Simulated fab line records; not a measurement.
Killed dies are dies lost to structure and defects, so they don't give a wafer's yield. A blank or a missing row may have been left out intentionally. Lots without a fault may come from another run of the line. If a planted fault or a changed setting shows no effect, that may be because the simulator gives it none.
Comparing a struck lot with a sound one    flow n5Finfet    37 steps out of a route of 1938
Sound: wafers L531.1, L531.2, L531.6. The struck wafers were L516.1, L516.3, L516.5. Last of all comes the cause.
At each step with rows: each side's tool, then ch and its chambers, then its first start. Under that, the readings that differ: sound wafers    struck wafers    difference of the means    sigmas: that difference in standard deviations of wafers without a fault.
alike: a reading whose means differ by less than 2 such deviations, as well as words and numbers matching on both sides. not compared: withheld readings; readings where some wafer has no value; bounds like >300 that might hide an equal value; numbers whose values overlap and for which the record gives no deviation.
Wherever a step has rows on one side only, a row that says differs or no value, or a row with sigmas, the two part there. When numbers do not overlap yet have no deviation, they are printed without sigmas and do not part them. Lack of a reading on every wafer of one side parts them only where that side has two or more wafers.

first, 9 steps without rows for these wafers: N5_BEOL_M4_ANNEAL_95 (time 240 s); N5_BEOL_M4_SPUTTER_96 (material Cu, target thk 4.5 nm, time 8.29 s); N5_BEOL_M4_ECD_50 (material Cu, target thk 300 nm); N5_BEOL_M4_ANNEAL_51 (time 90 s); N5_BEOL_M4_CMP_52 (polishes, stops on SiOC, t overpolish 6.8 s, target thk 40 nm); N5_BEOL_M4_PRE_CLEAN_60 (time 15 s); N5_BEOL_M4_CO_CAP_55 (material Co, precursor CCTBA/H2, target thk 2 nm, time 102.1 s); N5_BEOL_M4_PRE_CLEAN_56 (time 15 s); N5_BEOL_M4_DEP_57 (deposits SiCN from 3MS/NH3, target thk 8 nm, time 14 s).
N5_BEOL_M4_RC_MEAS_101:
  sound on prober-01 ch 0, day 13 09:58; struck on prober-01 ch 0, day 9 08:35
reading        sound           struck          difference  sigmas
DIBL_N (mV/V)  35.7 31.8 35.0  39.2 37.4 38.4  +4.2        +2
DIBL_P (mV/V)  36.3 31.9 35.2  40.2 37.1 38.5  +4.1        +2
SS_N (mV/dec)  70.6 70.0 71.1  72.6 71.6 72.5  +1.7        +2
VT_P (mV)      -254 -258 -255  -247 -252 -246  +7          +2
  alike: IOFF_N, IOFF_P, ION_N, ION_P, SS_P, VT_N
then, 24 steps without rows for these wafers: N5_BEOL_M5_ILD_DEP_00 (deposits SiCOH lowk from DEMS/porogen, target thk 140.64 nm, time 25.9 s); N5_BEOL_M5_CURE_79 (cures SiCOH lowk, time 240 s); N5_BEOL_M5_PECVD_70 (deposits SiO2 from TEOS/O2, target thk 16 nm, time 18 s); N5_BEOL_M5_HM_DEP_02 (deposits TiN, target thk 20 nm); N5_BEOL_M5_COAT_59 (time 60 s, resist thk 60 nm); N5_BEOL_M5_COAT_60 (time 60 s, resist thk 12 nm); N5_BEOL_M5_COAT_71 (time 60 s, resist thk 5 nm); N5_BEOL_M5_COAT_05 (resist thk 30 nm); N5_BEOL_M5_EBR_07; N5_BEOL_M5_SOFTBAKE_06 (time 60 s); N5_BEOL_M5_EXPOSE_08 (exposes mask M5, target cd 28 nm); N5_BEOL_M5_PEB_09 (peb time 60 s); N5_BEOL_M5_DEVELOP_10 (develop time 30 s); N5_BEOL_M5_DESCUM_16 (chemistry O2, time 7 s); N5_BEOL_M5_ETCH_72 (etches underlayer in N2/H2, target depth 6.5 nm, time 5.2 s); N5_BEOL_M5_ETCH_61 (etches SiARC in CF4, target depth 15.6 nm, time 26 s); N5_BEOL_M5_ETCH_62 (etches SOC in N2/H2, target depth 75 nm, overetch 15 nm, time 112.5 s); N5_BEOL_M5_STRIP_63 (strips in N2/H2); N5_BEOL_M5_STRIP_73 (strips in N2/H2); N5_BEOL_M5_STRIP_64 (strips in CF4); N5_BEOL_M5_HM_OPEN_17 (chemistry Cl2/BCl3, target TiN, target depth 20 nm, overetch 6 nm); N5_BEOL_M5_STRIP_19 (strips in O2); N5_BEOL_M5_COAT_65 (time 60 s, resist thk 60 nm); N5_BEOL_M5_COAT_66 (time 60 s, resist thk 12 nm).
N5_BEOL_M5_ETCH_67: etches SiARC in CF4, target depth 15.6 nm, time 26 s.
  sound on rieDiel-05 ch 0,1,2, day 13 13:44; struck on rieDiel-06 ch 1,3, day 9 12:52
  no value came back on the struck wafers for any of 8 readings (biasW (W), cf4FlowSccm (sccm) and others); on the sound wafers biasW (W) reads 36.06 36.07 35.95
reading                                      sound         struck          difference  sigmas
model.CAR-EUV_of_BEOL_M5_COAT_22.thkNm (nm)  11 11.2 11.2  20.4 20.2 20.2  +9.1        
  not compared: rfHoursCounterH
N5_BEOL_M5_ETCH_68: etches SOC in N2/H2, target depth 80 nm, overetch 16 nm, time 120 s.
  sound on rieDiel-05 ch 0,1,2, day 13 13:46; struck on rieDiel-06 ch 1,3, day 9 12:53
reading              sound           struck          difference  sigmas
oesProductAu (a.u.)  0.55 0.67 0.70  0.26 0.28 0.26  -0.37       -6
  alike: biasW, chamberPressureMTorr, drypumpMotorCurrentA, rfVppV, showerheadPlenumPTorr, throttleValvePct
  not compared: rfHoursCounterH
N5_PASSIVATION_PROBE_49:
  rows exist in the record for the sound wafers here (prober-02, day 18 00:50), none for the struck ones

== WHERE THEY PART ==
Last at N5_PASSIVATION_PROBE_49 as far as this record goes, first at N5_BEOL_M4_RC_MEAS_101.

WHY: whatever the simulator had introduced
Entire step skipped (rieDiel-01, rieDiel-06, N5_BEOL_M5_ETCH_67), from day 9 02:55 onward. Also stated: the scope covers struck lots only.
